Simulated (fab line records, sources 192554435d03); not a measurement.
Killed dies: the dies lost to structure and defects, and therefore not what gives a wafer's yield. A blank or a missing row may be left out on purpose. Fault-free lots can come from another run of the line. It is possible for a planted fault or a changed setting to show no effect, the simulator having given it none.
fab line records ; flow n5-finfet
record: lots: 7; wafers: 21; last-day: 17
route steps=1938 shown BEOL_M7@1330 BEOL_M8@1332
lots untouched by any fault: they come from a run of this same line in which no faults occurred
start-h: the number of hours between the record's first day and the start of the first shown wafer of the lot ; wait-h: hours since the lot's step before ; " the same as in the row above ; L1.1+2: one row covering several wafers at once ; - no value, or no start given ; * or withheld: withheld ; < > ~ a bound
route shown NAME@n: names a module that has steps shown in the file, with the first one's number in the route ; usual: the fault-free wafers' mean and standard deviation ; same: alike in all rows ; chamber/n: place in a boat ; sites: per-site readings ; _std_site: standard deviation across them ; _edge_site: outer sites' mean less inner sites' ; radius-mm: for every site, how far away it sits from the centre of the wafer ; mask NAME#n: copy n ; behind: tool/chamber where the wafer was last shaped ; hold: why the lot went on hold/how many hours it stayed there/how the hold came to an end ; device: whichever transistor did not switch (one of n, p or np) ; end of line: tests of these same wafers at the route's end ; a step without rows: its recipe alone ; killed: not the wafer's yield, but the dies lost to structure and defects at the first sort ; map: shows each die of a wafer: x if killed, . if not, _ if none is there
set.NAME: the setting as run; set.NAME@STEP: as run at that earlier step ; model.NAME: the simulator's own value behind a step, which no gauge read
lots at selected steps of the route; one table per step, one row per wafer
services: from which hour (start-h, from the record's first day; less than 0 if before it) a tool's chamber was out of use, for how many hours, and why
== steps ==
step: N5_BEOL_M7_RS_MEAS_57
recipe: thk-meas-gauge: four-point-probe; reads: Cu_of_BEOL_M7_ECD_50+Co_of_BEOL_M7_CVD_78+TaN_of_BEOL_M7_ALD_77
usual: M7_RS: 0.283/0.0072
lot.wafer;tool;chamber;start-h;wait-h;M7_RS[ohm/sq]
L580.3;film-metro-02;-;203.85;0.1;0.295
L580.4;film-metro-02;-;203.85;0.1;0.294
L580.6;film-metro-02;-;203.85;0.1;0.280
L582.1;film-metro-01;-;219.11;0.1;0.284
L582.2;film-metro-01;-;219.11;0.1;0.280
L582.3;film-metro-01;-;219.11;0.1;0.296
L584.2;film-metro-02;-;229.51;0.1;0.281
L584.5;film-metro-02;-;229.51;0.1;0.279
L584.6;film-metro-02;-;229.51;0.1;0.267
L583.1;film-metro-01;-;233.88;0.1;0.298
L583.4;film-metro-01;-;233.88;0.1;0.285
L583.5;film-metro-01;-;233.88;0.1;0.283
L591.1;film-metro-02;-;285.05;0.1;0.281
L591.4;film-metro-02;-;285.05;0.1;0.278
L591.6;film-metro-02;-;285.05;0.1;0.282
L595.2;film-metro-01;-;293.17;0.1;0.287
L595.3;film-metro-01;-;293.17;0.1;0.283
L595.6;film-metro-01;-;293.17;0.1;0.293
L598.2;film-metro-01;-;315.24;0.1;0.275
L598.3;film-metro-01;-;315.24;0.1;0.285
L598.6;film-metro-01;-;315.24;0.1;0.285
step: N5_BEOL_M7_INSPECT_58
recipe: inspect-instrument: darkfield; mode: post-dep
usual: raw-defect-count: 75/23
lot.wafer;tool;chamber;start-h;wait-h;raw-defect-count
L580.3;defect-inspect-02;-;203.87;0.0;78
L580.4;defect-inspect-02;-;203.87;0.0;69
L580.6;defect-inspect-02;-;203.87;0.0;66
L582.1;defect-inspect-01;-;219.13;0.0;49
L582.2;defect-inspect-01;-;219.13;0.0;53
L582.3;defect-inspect-01;-;219.13;0.0;65
L584.2;defect-inspect-02;-;229.53;0.0;97
L584.5;defect-inspect-02;-;229.53;0.0;88
L584.6;defect-inspect-02;-;229.53;0.0;84
L583.1;defect-inspect-02;-;233.90;0.0;60
L583.4;defect-inspect-02;-;233.90;0.0;60
L583.5;defect-inspect-02;-;233.90;0.0;96
L591.1;defect-inspect-01;-;285.08;0.0;71
L591.4;defect-inspect-01;-;285.08;0.0;69
L591.6;defect-inspect-01;-;285.08;0.0;119
L595.2;defect-inspect-01;-;293.19;0.0;61
L595.3;defect-inspect-01;-;293.19;0.0;80
L595.6;defect-inspect-01;-;293.19;0.0;53
L598.2;defect-inspect-02;-;315.26;0.0;95
L598.3;defect-inspect-02;-;315.26;0.0;114
L598.6;defect-inspect-02;-;315.26;0.0;118
step: N5_BEOL_M8_ILD_DEP_00
recipe: material: SiCOH_lowk; target-thk-a: 1797.5; temp-c: 300; precursor: DEMS/porogen; pressure-torr: 5; rf-w: 500; time-s: 33.4
usual: heater-power-w: 286/58; showerhead-plenum-p-Torr: 5.730/0.013; throttle-valve-pct: 14.0/1
lot.wafer;tool;chamber;start-h;wait-h;heater-power-w;showerhead-plenum-p-Torr;throttle-valve-pct
L580.3;pecvd-03;0;203.93;0.1;273;5.736;15.1
L580.4;pecvd-03;1;203.93;0.1;317;5.729;14.9
L580.6;pecvd-03;1;203.93;0.1;245;5.739;15.2
L582.1;pecvd-03;1;219.17;0.0;312;5.713;15.0
L582.2;pecvd-03;0;219.17;0.0;303;5.722;15.4
L582.3;pecvd-03;1;219.17;0.0;311;5.732;15.0
L584.2;pecvd-02;0;229.57;0.0;360;5.738;13.9
L584.5;pecvd-02;0;229.57;0.0;352;5.734;13.9
L584.6;pecvd-02;2;229.57;0.0;413;5.752;13.8
L583.1;pecvd-01;1;233.94;0.0;226;5.727;13.5
L583.4;pecvd-01;1;233.94;0.0;229;5.717;13.6
L583.5;pecvd-01;2;233.94;0.0;319;5.742;12.3
L591.1;pecvd-02;2;285.11;0.0;447;5.743;13.5
L591.4;pecvd-02;2;285.11;0.0;358;5.759;13.7
L591.6;pecvd-02;0;285.11;0.0;279;5.722;13.8
L595.2;pecvd-01;2;293.23;0.0;295;5.760;12.4
L595.3;pecvd-01;1;293.23;0.0;198;5.719;13.4
L595.6;pecvd-01;1;293.23;0.0;204;5.725;13.5
L598.2;pecvd-01;1;315.30;0.0;204;5.717;13.4
L598.3;pecvd-01;0;315.30;0.0;269;5.724;14.6
L598.6;pecvd-01;0;315.30;0.0;278;5.715;14.4
step: N5_BEOL_M8_CURE_74
recipe: temp-c: 385; time-s: 240; ambient: He/Ar; material: SiCOH_lowk
usual: lamp-power-pct: 52.31/0.051; wafer_temp_C_max: 386.9/0.61
lot.wafer;tool;chamber;start-h;wait-h;lamp-power-pct;wafer_temp_C_max
L580.3;uv-cure-03;2;204.15;0.2;52.25;386.6
L580.4;uv-cure-03;2;204.15;0.2;52.35;386.5
L580.6;uv-cure-03;2;204.15;0.2;52.28;386.8
L582.1;uv-cure-03;0;219.26;0.1;52.33;386.7
L582.2;uv-cure-03;0;219.26;0.1;52.39;386.6
L582.3;uv-cure-03;0;219.26;0.1;52.23;387.1
L584.2;uv-cure-01;1;231.17;1.6;52.30;387.1
L584.5;uv-cure-01;1;231.17;1.6;52.27;387.2
L584.6;uv-cure-01;1;231.17;1.6;52.31;386.6
L583.1;uv-cure-02;0;234.30;0.3;52.33;386.9
L583.4;uv-cure-02;0;234.30;0.3;52.25;386.8
L583.5;uv-cure-02;0;234.30;0.3;52.27;386.2
L591.1;uv-cure-03;1;285.18;0.0;52.35;387.7
L591.4;uv-cure-03;1;285.18;0.0;52.36;387.1
L591.6;uv-cure-03;1;285.18;0.0;52.26;388.6
L595.2;uv-cure-03;2;293.37;0.1;52.30;386.8
L595.3;uv-cure-03;2;293.37;0.1;52.31;386.6
L595.6;uv-cure-03;2;293.37;0.1;52.31;386.5
L598.2;uv-cure-03;2;315.76;0.4;52.29;386.2
L598.3;uv-cure-03;2;315.76;0.4;52.35;386.1
L598.6;uv-cure-03;2;315.76;0.4;52.32;386.3
step: N5_BEOL_M8_THK_MEAS_01
recipe: reads: SiCOH_lowk_of_BEOL_M8_ILD_DEP_00
usual: M8_ILD_THK: 155.0/1.9
lot.wafer;tool;chamber;start-h;wait-h;M8_ILD_THK[nm]
L580.3;film-metro-02;-;204.51;0.3;157.1
L580.4;film-metro-02;-;204.51;0.3;154.9
L580.6;film-metro-02;-;204.51;0.3;157.1
L582.1;film-metro-01;-;220.25;0.8;155.5
L582.2;film-metro-01;-;220.25;0.8;155.4
L582.3;film-metro-01;-;220.25;0.8;158.5
L584.2;film-metro-01;-;232.01;0.7;152.0
L584.5;film-metro-01;-;232.01;0.7;155.2
L584.6;film-metro-01;-;232.01;0.7;154.2
L583.1;film-metro-02;-;234.82;0.4;154.2
L583.4;film-metro-02;-;234.82;0.4;156.4
L583.5;film-metro-02;-;234.82;0.4;160.3
L591.1;film-metro-02;-;285.69;0.4;155.4
L591.4;film-metro-02;-;285.69;0.4;157.6
L591.6;film-metro-02;-;285.69;0.4;157.1
L595.2;film-metro-02;-;293.80;0.4;153.2
L595.3;film-metro-02;-;293.80;0.4;154.1
L595.6;film-metro-02;-;293.80;0.4;156.5
L598.2;film-metro-01;-;316.19;0.4;152.7
L598.3;film-metro-01;-;316.19;0.4;152.3
L598.6;film-metro-01;-;316.19;0.4;154.5
step: N5_BEOL_M8_PECVD_70
recipe: material: SiO2; target-thk-a: 200; temp-c: 400; precursor: TEOS/O2; pressure-torr: 5.5; rf-w: 450; teos-flow-sccm: 53.8; gas: O2; flow-sccm: 3000; time-s: 22.7
usual: heater-power-w: 701/110; showerhead-plenum-p-Torr: 8.74/0.048; throttle-valve-pct: 22.6/1.5
lot.wafer;tool;chamber;start-h;wait-h;heater-power-w;showerhead-plenum-p-Torr;throttle-valve-pct
L580.3;pecvd-02;0;204.54;0.0;805;8.78;22.7
L580.4;pecvd-02;1;204.54;0.0;614;8.77;22.6
L580.6;pecvd-02;0;204.54;0.0;837;8.78;22.7
L582.1;pecvd-03;0;220.29;0.0;741;8.71;24.9
L582.2;pecvd-03;1;220.29;0.0;670;8.74;24.1
L582.3;pecvd-03;1;220.29;0.0;683;8.72;24.3
L584.2;pecvd-03;1;232.04;0.0;729;8.76;24.1
L584.5;pecvd-03;2;232.04;0.0;575;8.66;19.3
L584.6;pecvd-03;0;232.04;0.0;751;8.71;24.7
L583.1;pecvd-03;0;234.85;0.0;757;8.70;24.8
L583.4;pecvd-03;2;234.85;0.0;645;8.69;19.6
L583.5;pecvd-03;1;234.85;0.0;694;8.74;24.3
L591.1;pecvd-03;0;285.73;0.0;642;8.71;24.8
L591.4;pecvd-03;1;285.73;0.0;681;8.73;24.3
L591.6;pecvd-03;0;285.73;0.0;618;8.72;24.5
L595.2;pecvd-03;0;293.84;0.0;739;8.71;24.7
L595.3;pecvd-03;1;293.84;0.0;723;8.71;24.1
L595.6;pecvd-03;1;293.84;0.0;721;8.74;24.5
L598.2;pecvd-01;1;316.23;0.0;536;8.66;22.0
L598.3;pecvd-01;0;316.23;0.0;631;8.72;24.0
L598.6;pecvd-01;1;316.23;0.0;537;8.66;21.7
step: N5_BEOL_M8_HM_DEP_02
recipe: material: TiN; target-thk-a: 200; temp-c: 25; chamber-pressure-pa: 0.49996
usual: substrate-temp-c: 25.00/0.1; throttle-valve-pct: 30.3/1.3
lot.wafer;tool;chamber;start-h;wait-h;substrate-temp-c;throttle-valve-pct
L580.3;pvd-sputter-02;-;205.48;0.9;25.02;33.2
L580.4;pvd-sputter-02;-;205.48;0.9;24.83;27.9
L580.6;pvd-sputter-02;-;205.48;0.9;24.94;30.2
L582.1;pvd-sputter-02;-;221.75;1.4;25.11;33.0
L582.2;pvd-sputter-02;-;221.75;1.4;25.03;28.1
L582.3;pvd-sputter-02;-;221.75;1.4;25.01;30.3
L584.2;pvd-sputter-01;-;232.10;0.0;24.96;30.5
L584.5;pvd-sputter-01;-;232.10;0.0;25.13;30.9
L584.6;pvd-sputter-01;-;232.10;0.0;24.84;30.8
L583.1;pvd-sputter-03;-;235.60;0.7;24.83;30.1
L583.4;pvd-sputter-03;-;235.60;0.7;25.03;30.5
L583.5;pvd-sputter-03;-;235.60;0.7;25.21;29.0
L591.1;pvd-sputter-03;-;286.03;0.3;24.98;30.9
L591.4;pvd-sputter-03;-;286.03;0.3;24.96;30.4
L591.6;pvd-sputter-03;-;286.03;0.3;24.97;29.9
L595.2;pvd-sputter-02;-;295.95;2.1;24.95;28.0
L595.3;pvd-sputter-02;-;295.95;2.1;24.98;32.9
L595.6;pvd-sputter-02;-;295.95;2.1;25.00;29.9
L598.2;pvd-sputter-02;-;321.06;4.8;24.85;33.0
L598.3;pvd-sputter-02;-;321.06;4.8;25.09;30.2
L598.6;pvd-sputter-02;-;321.06;4.8;24.96;28.1
step: N5_BEOL_M8_COAT_59
recipe: resist: SOC; temp-c: 250; time-s: 60; spin-rpm: 1500; resist-thk-nm: 100
step: N5_BEOL_M8_COAT_60
recipe: resist: SiARC; temp-c: 220; time-s: 60; spin-rpm: 1500; resist-thk-nm: 35
step: N5_BEOL_M8_COAT_05
recipe: resist: CAR-ArF; spin-rpm: 1500; resist-thk-nm: 90
step: N5_BEOL_M8_EBR_07
recipe: solvent: PGMEA; ebr-width-mm: 1.5
step: N5_BEOL_M8_SOFTBAKE_06
recipe: temp-c: 110; time-s: 60; resist: CAR-ArF
step: N5_BEOL_M8_EXPOSE_08
recipe: mask-id: M8; na: 1.35; source-shape: dipole; sigma-inner: 0.817; sigma-outer: 0.97; polarization: te; dose-mj: 68.25
usual: dipole-opening-deg: 35/0; exposure-dose-mJ-cm2: 68.20/0.07
lot.wafer;tool;chamber;start-h;wait-h;mask;dipole-opening-deg;exposure-dose-mJ-cm2
L580.3;arfi-scanner-02;0;206.93;-;M8#0;35;68.21
L580.4;arfi-scanner-02;0;206.93;-;M8#0;35;68.20
L580.6;arfi-scanner-02;0;206.93;-;M8#0;35;68.25
L582.1;arfi-scanner-01;-;222.00;-;M8#0;-;-
L582.2;arfi-scanner-01;-;222.00;-;M8#0;-;-
L582.3;arfi-scanner-01;-;222.00;-;M8#0;-;-
L584.2;arfi-scanner-02;-;232.48;-;M8#0;-;-
L584.5;arfi-scanner-02;-;232.48;-;M8#0;-;-
L584.6;arfi-scanner-02;-;232.48;-;M8#0;-;-
L583.1;arfi-scanner-02;-;235.84;-;M8#0;-;-
L583.4;arfi-scanner-02;-;235.84;-;M8#0;-;-
L583.5;arfi-scanner-02;-;235.84;-;M8#0;-;-
L591.1;arfi-scanner-03;0;286.40;-;M8#0;35;68.21
L591.4;arfi-scanner-03;0;286.40;-;M8#0;35;68.25
L591.6;arfi-scanner-03;0;286.40;-;M8#0;35;68.22
L595.2;arfi-scanner-01;0;296.39;-;M8#0;35;68.20
L595.3;arfi-scanner-01;0;296.39;-;M8#0;35;68.27
L595.6;arfi-scanner-01;0;296.39;-;M8#0;35;68.19
L598.2;arfi-scanner-02;0;321.44;-;M8#0;35;68.30
L598.3;arfi-scanner-02;0;321.44;-;M8#0;35;68.31
L598.6;arfi-scanner-02;0;321.44;-;M8#0;35;68.25
step: N5_BEOL_M8_PEB_09
recipe: peb-temp-c: withheld; peb-time-s: 60; resist: CAR-ArF
== services ==
tool;chamber;start-h;hours;kind
arfi-scanner-02;-;192.25;1.0;pm
uv-cure-02;-;198.43;7.5;pm
arfi-scanner-03;-;201.49;1.0;pm
arfi-scanner-02;-;205.62;1.3;pm
uv-cure-03;-;205.77;1.0;pm
arfi-scanner-03;-;209.21;17.3;pm
arfi-scanner-02;-;219.59;4.9;pm
arfi-scanner-01;-;224.49;0.8;pm
uv-cure-02;-;229.35;2.1;pm
uv-cure-01;-;233.67;7.5;pm
pecvd-01;2;234.74;4.8;repair
arfi-scanner-02;-;238.72;6.0;pm
uv-cure-03;-;241.28;22.2;pm
arfi-scanner-01;-;248.30;1.3;pm
arfi-scanner-01;-;252.76;3.9;pm
pecvd-02;0;253.33;6.3;repair
arfi-scanner-01;-;288.02;1.0;pm
arfi-scanner-02;-;289.75;0.8;pm
arfi-scanner-03;-;296.35;1.8;repair
arfi-scanner-03;-;300.48;1.3;pm
arfi-scanner-02;-;303.79;1.0;pm
pecvd-01;-;310.45;1.7;repair
arfi-scanner-03;-;314.22;0.8;pm
pecvd-02;-;316.35;6.0;pm
== key ==
first-sign: step: N5_BEOL_M8_EXPOSE_08; reading: tool-record; direction: missing
effect none on later readings
met-at N5_BEOL_M8_EXPOSE_08
struck-wafers L582.1,L582.2,L582.3,L583.1,L583.4,L583.5,L584.2,L584.5,L584.6
later-rows-left-out L582.1,L582.2,L582.3,L583.1,L583.4,L583.5,L584.2,L584.5,L584.6
sort-left-out L582.1,L582.2,L582.3,L583.1,L583.4,L583.5,L584.2,L584.5,L584.6
onset-between 206.93 222.00
fault: kind: skipped-step-whole; tool: arfi-scanner-01,arfi-scanner-02; chamber: -; onset-h: 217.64; steps: N5_BEOL_M8_EXPOSE_08; scope: struck-lots-only
sort-left-out: the simulated sort isn't trusted on such a fault, so these wafers' sort isn't shown, and their yield isn't known
later-rows-left-out: the simulator's readings of these wafers behind a module that went badly wrong aren't trusted and aren't shown, but for the sort
